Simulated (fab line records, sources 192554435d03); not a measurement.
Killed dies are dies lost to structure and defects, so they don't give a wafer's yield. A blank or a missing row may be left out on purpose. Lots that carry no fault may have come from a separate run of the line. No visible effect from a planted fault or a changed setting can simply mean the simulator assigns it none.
Matching of chambers + flow n5Finfet + N5_BEOL_M5_CO_CAP_78 on cvdCo-01 has 3 sister chambers
The step material Co, precursor CCTBA/H2, target thk 2 nm, time 102.1 s. 6 wafers are shown with their chamber, then 12 later ones without.

== EACH WAFER AND ITS CHAMBER ==
| wafer  | chamber | heaterPowerW (W) |
|--------|---------|------------------|
| L082.1 | 2       | 265              |
| L082.4 | 2       | 264              |
| L086.3 | 1       | 295              |
| L091.2 | 0       | 241              |
| L091.5 | 0       | 241              |
| L091.6 | 1       | 287              |

== WAFERS WITH NO CHAMBER GIVEN ==
| wafer  | heaterPowerW (W) |
|--------|------------------|
| L092.1 | 261              |
| L092.2 | 244              |
| L092.5 | 266              |
| L093.3 | 237              |
| L093.4 | 262              |
| L093.6 | 242              |
| L095.1 | 245              |
| L095.2 | 298              |
| L095.3 | 256              |
| L095.4 | 258              |
| L095.5 | 241              |
| L095.6 | 293              |

== CHAMBER TAKEN BY EACH ==
| wafer  | from the rows above     | in truth |
|--------|-------------------------|----------|
| L092.1 | 2                       | 2        |
| L092.2 | 0                       | 0        |
| L092.5 | 2                       | 2        |
| L093.3 | 0                       | 0        |
| L093.4 | 2                       | 2        |
| L093.6 | 0                       | 0        |
| L095.1 | 0                       | 0        |
| L095.2 | 1                       | 1        |
| L095.3 | can't be placed: 2 or 0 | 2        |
| L095.4 | 2                       | 2        |
| L095.5 | 0                       | 0        |
| L095.6 | 1                       | 1        |
Correctly placed: 11 of 12. Cannot be placed on the basis of these rows: 1; the candidates contain the true chamber in 1. 0 placed wrongly.
How it was worked out, from the rows above alone: a wafer's distance from a chamber is the root of the sum, over the readings, of the square of ((its reading less the chamber's mean) divided by the reading's scatter). If the next closest chamber is less than 2 further off than the closest, the wafer can't be placed; otherwise it belongs to the closest. For every chamber, the mean is computed from those of its wafers that are shown. How the scatter is found: for the shown wafers, subtract from each reading the mean of its chamber, square and add these, divide the total by (wafers less chambers), then take the root.
